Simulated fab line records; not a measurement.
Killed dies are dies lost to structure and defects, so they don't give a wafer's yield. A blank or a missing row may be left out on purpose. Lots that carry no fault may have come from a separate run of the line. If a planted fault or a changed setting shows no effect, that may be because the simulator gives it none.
Which tool was responsible? | flow nand_harc | 12 lots (36 wafers sampled), 1 step of a 1302-step route

== WHAT THE GAUGES READ, wafer by wafer ==
NHARC_P_M1_INSPECT_27.
lot  | measured     | on                | raw_defect_count
L074 | day 6 14:35  | defect_inspect-01 | 286 239 536
L077 | day 7 17:30  | defect_inspect-01 | 169 317 127
L079 | day 8 13:22  | defect_inspect-01 | 214 192 227
L081 | day 9 10:46  | defect_inspect-01 | 257 314 329
L083 | day 10 01:25 | defect_inspect-01 | 298 297 448
L085 | day 11 00:47 | defect_inspect-01 | 653 344 318
L087 | day 11 15:08 | defect_inspect-02 | 239 244 557
L089 | day 12 15:38 | defect_inspect-02 | 565 416 223
L091 | day 13 14:57 | defect_inspect-01 | 212 299 276
L093 | day 14 08:37 | defect_inspect-01 | 375 290 324
L095 | day 15 00:32 | defect_inspect-02 | 292 175 271
L097 | day 15 18:36 | defect_inspect-01 | 209 418 203

== EACH LOT AND THE TOOL THAT RAN IT (in order: tool; ch and the chambers of the sampled wafers; start) ==
Record: no process step prior to these readings.

== THE ANSWER, worked out from the rows above alone ==
Rule: what is usual is taken from the lots themselves. The widest of any qualifying gaps counts: lots, ordered by their means at a reading, are off when they make up no more than a third of the lots, leave a main group of 4 or more, and stand apart from it by 3 or more times the standard deviation of that group's means. If all means in a main group match to the digits the tables above print for the reading, that group is not used. Also off: a lot with no number at a reading for which 4 or more lots have one. Any other lot the step has rows for is counted as sound.
None of the lots is off at any reading shown; this tells nothing.

== WHAT WAS PUT IN BY THE SIMULATOR ==
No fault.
